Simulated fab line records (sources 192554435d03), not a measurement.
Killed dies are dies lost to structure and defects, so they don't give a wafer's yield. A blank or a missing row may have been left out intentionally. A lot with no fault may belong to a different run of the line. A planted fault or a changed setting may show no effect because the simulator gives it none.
8D (eight disciplines) problem report, filled in by code :: flow n5_finfet :: the parts of the form that need people (team, actions taken, sign-off) are left out

## 1. THE ISSUE
Mean of killed_at_front_end at N5_PASSIVATION_PROBE_49: 144 across 2 wafers in 2 lots; on wafers with no fault it is 39 (standard deviation 11). Relative to the usual mean, that is a shift of +9.5 standard deviations.
First seen on wafer L112.2, day 15 20:46, on prober-02. The record holds 6 wafers of 2 lots with a number at this step. Rule for "out", or "out of limits": more than 4 standard deviations from the usual mean. All remaining wafers that have a number are taken as sound.

## 2. WHAT IT IS, WHAT IT ISN'T
question: which readings at this step
is: killed_at_front_end, defect_limited_yield, killed_dies, sort_bin_5_function, sort_n_pass, sort_yield_pct
is not: killed_at_M0_to_M3, killed_at_M4_up, killed_at_contacts, killed_at_other, killed_open, killed_short, sort_bin_6_memory

question: which lots
is: L112, L114
is not: -

question: which wafers of those lots
is: L112.2, L114.6
is not: L112.1, L112.4, L114.1, L114.3

question: read on which tools
is: prober-02
is not: -

question: when
is: from day 15 20:46
is not: up to then (1 sound wafer); but 3 sound wafers of L112, L114 came after

## 3. WHAT RULES OUT EACH SUSPECT
Counting: any tool at a process step up to the reading remains a suspect provided it ran every lot that is out. Sound lots after the first of them don't rule it out here, since some wafers of a struck lot are sound.
- rie_si-01 at N5_PMOS_HMC_CHANNEL_EPI_ETCH_38 (etches SiO2 in CF4, target depth 1.5 nm): kept. It ran every lot that is out, first L112 (day 5 13:30).
- pvd_sputter-02 at N5_BEOL_M15_DEGAS_41 (time 60 s): kept. It ran every lot that is out, first L112 (day 15 02:28).
- prober-02 at N5_PASSIVATION_PROBE_49: kept. It ran every lot that is out, first L112 (day 15 20:43). Its own readings are out on those wafers: defect_limited_yield, killed_at_front_end, killed_dies, sort_bin_5_function, sort_n_pass, sort_yield_pct.
- rie_si-01, N5_PMOS_HMC_CHANNEL_EPI_ETCH_38: wafers that are out in chamber 1, sound lot-mates in chambers 0, 2.
rie_si-01 at N5_PMOS_HMC_CHANNEL_EPI_ETCH_38, pvd_sputter-02 at N5_BEOL_M15_DEGAS_41 and prober-02 at N5_PASSIVATION_PROBE_49 are what is left after counting.

## 4. THE CAUSE (what the simulator had put in)
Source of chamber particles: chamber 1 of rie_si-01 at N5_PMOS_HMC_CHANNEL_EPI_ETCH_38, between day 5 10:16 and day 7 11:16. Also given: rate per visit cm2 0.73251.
Counting leaves 3 suspects; this tool is one of them.

## 5. THE EFFECT CHAIN, in route order
One row per reading whose mean, taken over the struck wafers that have a number, lies over 3 standard deviations from the usual. Scope: only readings with a usual standard deviation given in the record; hours: median across lots of the time from each lot's start at the first step in this table that gives one to its start at this step; sigmas: change in usual standard deviations.
hours: 0
step: N5_PASSIVATION_PROBE_49
reading: defect_limited_yield
usual: 91.3 %
on struck wafers: 83.1
change: -8.2
sigmas: -5.5

hours: 0
step: N5_PASSIVATION_PROBE_49
reading: killed_at_front_end
usual: 39
on struck wafers: 144
change: +104
sigmas: +9.5

hours: 0
step: N5_PASSIVATION_PROBE_49
reading: killed_dies
usual: 102
on struck wafers: 200
change: +98
sigmas: +5.4

hours: 0
step: N5_PASSIVATION_PROBE_49
reading: sort_bin_5_function
usual: 5.1 %
on struck wafers: 11.1
change: +6.0
sigmas: +6.0

hours: 0
step: N5_PASSIVATION_PROBE_49
reading: sort_n_pass
usual: 1078
on struck wafers: 980
change: -98
sigmas: -5.4

hours: 0
step: N5_PASSIVATION_PROBE_49
reading: sort_yield_pct
usual: 91.3 %
on struck wafers: 83.1
change: -8.2
sigmas: -5.5
Process steps it contains:
- N5_PASSIVATION_PROBE_49

## 6. WHAT WOULD HAVE CAUGHT IT SOONER
The fault began at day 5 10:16; the first out-of-limits reading in this record came at day 15 20:46, 250 hours later.
Of the tool readings at N5_PMOS_HMC_CHANNEL_EPI_ETCH_38 for which the record gives a usual standard deviation, none was out on any struck wafer, so an alarm limit of 4 standard deviations on them would not have fired.
Lots out: 2; all had begun N5_PMOS_HMC_CHANNEL_EPI_ETCH_38 on rie_si-01 by day 15 20:46. Tool hold at that time: it would have spared none of them.
